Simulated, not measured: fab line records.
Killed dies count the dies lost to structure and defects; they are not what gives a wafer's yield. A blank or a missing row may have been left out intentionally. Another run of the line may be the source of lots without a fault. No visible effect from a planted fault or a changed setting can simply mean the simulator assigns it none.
Chamber matching	flow nand_harc	rie_diel-01 running NHARC_P_GATE_DESCUM_61: 4 sister chambers
The step chemistry O2, time 3 s. 14 wafers are shown with their chamber, then 7 later ones without.

## WAFERS WITH THEIR CHAMBER
wafer	chamber	drypump_motor_current_A (A)	oes_product_au (a.u.)	rf_vpp_V (V)
L187.1	3	5.0	0.997	59.4
L187.2	0	6.0	1.001	58.5
L187.4	2	5.5	1.002	56.3
L188.3	0	6.0	1.009	55.9
L188.4	3	5.0	0.992	59.9
L188.5	1	5.6	1.012	60.4
L190.2	3	5.0	0.979	57.9
L190.4	2	5.6	0.991	57.8
L190.5	2	5.6	1.001	57.8
L193.3	3	5.0	0.994	57.2
L193.4	2	5.5	0.998	56.8
L193.6	2	5.5	0.996	57.8
L195.1	2	5.5	1.006	56.1
L195.2	0	6.0	0.998	56.9

SIGNATURES (averages over the wafers above)
reading	chamber 0	chamber 1	chamber 2	chamber 3	scatter within a chamber
drypump_motor_current_A	6.000	5.600	5.533	5.000	0.0365
oes_product_au	1.00267	1.01200	0.99900	0.99050	0.00624
rf_vpp_V	57.100	60.400	57.100	58.600	1.07
Rule: a wafer lies at a distance from a chamber equal to the root of the sum of squares, over the readings, of (its reading less the chamber's mean, divided by the reading's scatter). The wafer belongs to the nearest chamber; if the next one is less than 2 further off, it can't be placed. The scatter: the root of (the sum of the squares of (reading less its chamber's mean) over the shown wafers, divided by (wafers less chambers)).

## WAFERS WITHOUT THEIR CHAMBER
wafer	drypump_motor_current_A (A)	oes_product_au (a.u.)	rf_vpp_V (V)
L195.5	5.0	0.996	59.5
L202.2	5.5	1.009	57.6
L202.3	5.6	1.029	58.2
L202.6	5.5	1.005	56.8
L200.2	5.6	0.993	57.2
L200.3	5.6	1.016	57.9
L200.6	5.6	1.006	56.8

## EACH ONE'S CHAMBER
wafer	from the rows above	in truth
L195.5	3	3
L202.2	can't be placed: 2 or 1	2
L202.3	can't be placed: 1 or 2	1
L202.6	2	2
L200.2	2	2
L200.3	can't be placed: 1 or 2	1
L200.6	can't be placed: 2 or 1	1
Placed correctly: 3 of 7. Can't be placed from these rows: 4 (the true chamber is among the candidates in 4). Wrongly placed: 0.
